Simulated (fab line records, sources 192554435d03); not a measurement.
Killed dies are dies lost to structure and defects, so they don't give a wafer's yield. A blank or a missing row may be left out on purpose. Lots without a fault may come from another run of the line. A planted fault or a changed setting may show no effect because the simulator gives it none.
Split-lot experiment | flow n5_finfet | 7 lots, 39 wafers read, on a route of 1938 steps

THE SPLIT
At N5_BEOL_M5_DEP_56 (deposits SiCN from 3MS/NH3, target thk 8 nm, time 14 s), the setting target_thk_a was moved away from the recipe's 80 angstrom on 6 of the 39 wafers read, by -43.5% to +53.5%. The other wafers ran this setting at the recipe's value.

The reading is taken at the split's own step.

THE READING
SiCN_of_BEOL_M5_DEP_56.thk_nm (the simulator's own value, which no gauge read), in nm, at N5_BEOL_M5_DEP_56 (deposits SiCN from 3MS/NH3, target thk 8 nm, time 14 s). The file gives no usual value for it. The 33 wafers here that ran the recipe average 8.1 nm, standard deviation 0.17 nm.

wafer  | tool, chamber at the split | target_thk_a as run, angstrom | against the recipe | SiCN_of_BEOL_M5_DEP_56.thk_nm, nm | against lot-mates on the recipe
L074.1 | pecvd-04, 2,1              | 80                            | recipe             | 8                                 | -
L074.4 | pecvd-04, 2,1              | 80                            | recipe             | 8                                 | -
L074.2 | pecvd-04, 0,2              | 45.21                         | -43.5%             | 4.6                               | -3.5
L074.6 | pecvd-04, 0,2              | 45.21                         | -43.5%             | 4.6                               | -3.5
L074.3 | pecvd-04, 1                | 45.21                         | -43.5%             | 4.4                               | -3.7
L074.5 | pecvd-04, 0                | 80                            | recipe             | 8.2                               | -
L076.1 | pecvd-03, 2,1,2            | 80                            | recipe             | 8.2                               | -
L076.4 | pecvd-03, 2,1,2            | 80                            | recipe             | 8.2                               | -
L076.5 | pecvd-03, 2,1,2            | 80                            | recipe             | 8.2                               | -
L076.2 | pecvd-03, 0,1              | 80                            | recipe             | 7.8                               | -
L076.3 | pecvd-03, 0,1              | 80                            | recipe             | 7.8                               | -
L076.6 | pecvd-03, 0                | 80                            | recipe             | 8                                 | -
L077.1 | pecvd-03, 0                | 80                            | recipe             | 8                                 | -
L077.4 | pecvd-03, 0                | 80                            | recipe             | 8                                 | -
L077.2 | pecvd-03, 1                | 122.8                         | +53.5%             | 12.2                              | +4.1
L077.3 | pecvd-03, 2,1              | 122.8                         | +53.5%             | 12.4                              | +4.3
L077.5 | pecvd-03, 2,1              | 122.8                         | +53.5%             | 12.4                              | +4.3
L077.6 | pecvd-03, 2                | 80                            | recipe             | 8.4                               | -
L080.1 | pecvd-03, 2                | 80                            | recipe             | 8.4                               | -
L080.6 | pecvd-03, 2                | 80                            | recipe             | 8.4                               | -
L080.2 | pecvd-03, 1                | 80                            | recipe             | 8                                 | -
L080.3 | pecvd-03, 0                | 80                            | recipe             | 7.8                               | -
L080.4 | pecvd-03, 0,1              | 80                            | recipe             | 8.2                               | -
L080.5 | pecvd-03, 0,1              | 80                            | recipe             | 8.2                               | -
L087.1 | pecvd-04, 0,1,2,2,1        | 80                            | recipe             | 8                                 | -
L087.2 | pecvd-04, 0,1,2,2,1        | 80                            | recipe             | 8                                 | -
L087.3 | pecvd-04, 0,1,2,2,1        | 80                            | recipe             | 8                                 | -
L087.5 | pecvd-04, 0,1,2,2,1        | 80                            | recipe             | 8                                 | -
L087.6 | pecvd-04, 0,1,2,2,1        | 80                            | recipe             | 8                                 | -
L087.4 | pecvd-04, 0                | 80                            | recipe             | 8.4                               | -
L091.1 | pecvd-02, 1,0,0,1          | 80                            | recipe             | 8                                 | -
L091.3 | pecvd-02, 1,0,0,1          | 80                            | recipe             | 8                                 | -
L091.4 | pecvd-02, 1,0,0,1          | 80                            | recipe             | 8                                 | -
L091.5 | pecvd-02, 1,0,0,1          | 80                            | recipe             | 8                                 | -
L091.2 | pecvd-02, 2                | 80                            | recipe             | 8.2                               | -
L091.6 | pecvd-02, 2                | 80                            | recipe             | 8.2                               | -
L094.4 | pecvd-02, 1,0              | 80                            | recipe             | 8                                 | -
L094.5 | pecvd-02, 1,0              | 80                            | recipe             | 8                                 | -
L094.6 | pecvd-02, 2                | 80                            | recipe             | 8.4                               | -
Where a row lists several chambers, the file gives one row for several wafers and doesn't say which wafer went through which chamber.

THE FIT
A straight line over all 39 wafers: SiCN_of_BEOL_M5_DEP_56.thk_nm changes by +0.0803 nm for each +1% of target_thk_a; r = +0.99; the points scatter about the line by 0.17 nm.
The same after taking each lot's own level away (the mean of its wafers on the recipe; 39 wafers): +0.0796 nm for each +1%; r = +0.99; scatter 0.16 nm.
On that fit, the largest move of target_thk_a shifts the reading by 4.3 nm.
The lots' own levels span 8.03 to 8.17 nm, that is 0.8 times the standard deviation above.
So the lot-to-lot level changes the slope little: the two slopes agree.
Check: with one of the wafers moved furthest among these (+53.5%) left out of the fit, the line predicts +4.3 nm for it against its lot-mates. It came out at +4.07 nm against them.

OTHER SPLITS ON THESE WAFERS
These wafers also went through other splits before the reading. Each is held against what the fit with the lots' levels taken away leaves over:
other split on the same wafers         | wafers away from the commonest value | r with SiCN_of_BEOL_M5_DEP_56.thk_nm (lot level and that fit taken away)
N5_FIN_SAQP_HM_DEP_03 target_thk_a     | 9                                    | -0.02
N5_SD_EPI_P_ETCHBACK_46 target_depth_a | 15                                   | +0.01
N5_MOL_CONTACT_COAG_ALD_20 ald_cycles  | 18                                   | -0.04

THE FILE'S OWN FIT
SiCN_of_BEOL_M5_DEP_56.thk_nm changes by +0.0796 nm for each +1% of target_thk_a, r = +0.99.
